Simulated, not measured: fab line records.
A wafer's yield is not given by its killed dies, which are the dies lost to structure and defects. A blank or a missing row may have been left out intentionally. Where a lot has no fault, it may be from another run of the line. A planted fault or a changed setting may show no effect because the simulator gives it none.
Chamber matching    flow n5-finfet    N5_BEOL_M0_SAQP_SPACER2_ALD_26 on ald-sin-01: 4 sister chambers
The step deposits SiO2, target thk 15 nm, pulse time 1 s, purge time 2 s. 4 wafers are shown with their chamber, then 7 later ones without.

WAFERS WITH THEIR CHAMBER
wafer   chamber  heater-power-w (W)
L090.3  1        446
L090.4  3        451
L092.1  0        523
L092.2  2        447

WAFERS WITH NO CHAMBER GIVEN
wafer   heater-power-w (W)
L092.5  441
L093.3  440
L093.5  440
L093.6  448
L097.2  443
L097.3  470
L097.6  457

WHICH CHAMBER EACH WENT THROUGH
wafer   from the rows above           in truth
L092.5  can't be placed: 1 or 2 or 3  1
L093.3  can't be placed: 1 or 2 or 3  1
L093.5  can't be placed: 1 or 2 or 3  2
L093.6  can't be placed: 2 or 1 or 3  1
L097.2  can't be placed: 1 or 2 or 3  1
L097.3  can't be placed: 3 or 2 or 1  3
L097.6  can't be placed: 3 or 2 or 1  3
Correct placement for 0 of the 7. From these rows, 7 cannot be placed; in 7 the true chamber is one of the candidates. Wrongly placed: 0.
How it was worked out, from the rows above alone: a wafer's distance from a chamber is the root of the sum, over the readings, of the square of ((its reading less the chamber's mean) divided by the reading's scatter). If the next closest chamber is less than 2 further off than the closest, the wafer can't be placed; otherwise it belongs to the closest. Each chamber's mean is taken over the wafers shown for it. The scatter (one wafer shown for each chamber): square how far every hidden wafer sits from the nearest shown wafer, average those squares and take the square root.
